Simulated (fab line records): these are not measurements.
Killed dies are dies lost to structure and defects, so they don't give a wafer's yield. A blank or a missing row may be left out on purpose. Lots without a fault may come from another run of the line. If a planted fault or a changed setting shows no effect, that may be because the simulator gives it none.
Matching of chambers / flow nand harc / 4 sister chambers for NHARC_A_CHANNEL_FILL_D1_ETCHBACK_20 on rie diel-01
The step etches the open film in C4F8/O2/Ar, target depth 27 nm, time 13.5 s. 20 wafers are shown with their chamber, then 10 later ones without.

== EACH WAFER AND ITS CHAMBER ==
wafer=L074.2; chamber=2; rf vpp V (V)=977; bias w (W)=1505; chamber pressure mTorr (mTorr)=24.99
wafer=L074.3; chamber=3; rf vpp V (V)=984; bias w (W)=1503; chamber pressure mTorr (mTorr)=24.99
wafer=L074.6; chamber=2; rf vpp V (V)=978; bias w (W)=1504; chamber pressure mTorr (mTorr)=25.00
wafer=L079.2; chamber=0; rf vpp V (V)=971; bias w (W)=1502; chamber pressure mTorr (mTorr)=25.01
wafer=L079.3; chamber=1; rf vpp V (V)=986; bias w (W)=1495; chamber pressure mTorr (mTorr)=24.99
wafer=L079.6; chamber=2; rf vpp V (V)=977; bias w (W)=1498; chamber pressure mTorr (mTorr)=25.02
wafer=L078.2; chamber=0; rf vpp V (V)=972; bias w (W)=1501; chamber pressure mTorr (mTorr)=24.98
wafer=L078.5; chamber=1; rf vpp V (V)=988; bias w (W)=1501; chamber pressure mTorr (mTorr)=25.04
wafer=L078.6; chamber=0; rf vpp V (V)=972; bias w (W)=1499; chamber pressure mTorr (mTorr)=25.01
wafer=L080.1; chamber=2; rf vpp V (V)=979; bias w (W)=1491; chamber pressure mTorr (mTorr)=25.00
wafer=L080.2; chamber=1; rf vpp V (V)=987; bias w (W)=1505; chamber pressure mTorr (mTorr)=24.98
wafer=L080.6; chamber=1; rf vpp V (V)=987; bias w (W)=1503; chamber pressure mTorr (mTorr)=24.98
wafer=L083.1; chamber=2; rf vpp V (V)=978; bias w (W)=1508; chamber pressure mTorr (mTorr)=24.98
wafer=L083.4; chamber=1; rf vpp V (V)=988; bias w (W)=1503; chamber pressure mTorr (mTorr)=24.99
wafer=L083.6; chamber=2; rf vpp V (V)=978; bias w (W)=1502; chamber pressure mTorr (mTorr)=25.04
wafer=L087.3; chamber=0; rf vpp V (V)=971; bias w (W)=1498; chamber pressure mTorr (mTorr)=25.00
wafer=L087.5; chamber=1; rf vpp V (V)=987; bias w (W)=1507; chamber pressure mTorr (mTorr)=25.00
wafer=L087.6; chamber=2; rf vpp V (V)=977; bias w (W)=1503; chamber pressure mTorr (mTorr)=25.00
wafer=L088.1; chamber=3; rf vpp V (V)=983; bias w (W)=1502; chamber pressure mTorr (mTorr)=25.02
wafer=L088.5; chamber=0; rf vpp V (V)=970; bias w (W)=1496; chamber pressure mTorr (mTorr)=25.01

SIGNATURES (means of the wafers above)
reading=rf vpp V; chamber 0=971.20; chamber 1=987.17; chamber 2=977.71; chamber 3=983.50; scatter within a chamber=0.773
reading=bias w; chamber 0=1499.20; chamber 1=1502.33; chamber 2=1501.57; chamber 3=1502.50; scatter within a chamber=4.29
reading=chamber pressure mTorr; chamber 0=25.0020; chamber 1=24.9967; chamber 2=25.0043; chamber 3=25.0050; scatter within a chamber=0.0194
Rule: for a wafer and a chamber, the distance is found by dividing, reading by reading, the gap between the wafer's reading and the chamber's mean by the reading's scatter, squaring, summing and taking the root. The wafer belongs to the nearest chamber; if the next one is less than 2 further off, it can't be placed. The scatter is the square root of a quotient: the sum, over the shown wafers, of each reading's squared deviation from its chamber's mean, divided by wafers minus chambers.

== WAFERS MISSING THEIR CHAMBER ==
wafer=L088.6; rf vpp V (V)=986; bias w (W)=1495; chamber pressure mTorr (mTorr)=24.98
wafer=L093.1; rf vpp V (V)=983; bias w (W)=1503; chamber pressure mTorr (mTorr)=25.01
wafer=L093.3; rf vpp V (V)=971; bias w (W)=1491; chamber pressure mTorr (mTorr)=25.01
wafer=L093.4; rf vpp V (V)=986; bias w (W)=1490; chamber pressure mTorr (mTorr)=25.01
wafer=L095.1; rf vpp V (V)=972; bias w (W)=1506; chamber pressure mTorr (mTorr)=25.02
wafer=L095.4; rf vpp V (V)=988; bias w (W)=1498; chamber pressure mTorr (mTorr)=25.00
wafer=L095.5; rf vpp V (V)=971; bias w (W)=1503; chamber pressure mTorr (mTorr)=24.99
wafer=L096.2; rf vpp V (V)=972; bias w (W)=1500; chamber pressure mTorr (mTorr)=24.95
wafer=L096.3; rf vpp V (V)=982; bias w (W)=1494; chamber pressure mTorr (mTorr)=25.02
wafer=L096.6; rf vpp V (V)=985; bias w (W)=1506; chamber pressure mTorr (mTorr)=25.00

== WHICH CHAMBER EACH ONE RAN IN ==
wafer=L088.6; from the rows above=can't be placed: 1 or 3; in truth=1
wafer=L093.1; from the rows above=3; in truth=3
wafer=L093.3; from the rows above=0; in truth=0
wafer=L093.4; from the rows above=can't be placed: 1 or 3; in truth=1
wafer=L095.1; from the rows above=0; in truth=0
wafer=L095.4; from the rows above=1; in truth=1
wafer=L095.5; from the rows above=0; in truth=0
wafer=L096.2; from the rows above=0; in truth=0
wafer=L096.3; from the rows above=3; in truth=3
wafer=L096.6; from the rows above=can't be placed: 3 or 1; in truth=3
Correctly placed: 7 of 10. These rows do not allow placing 3 (true chamber among the candidates in 3). Placed wrongly: 0.
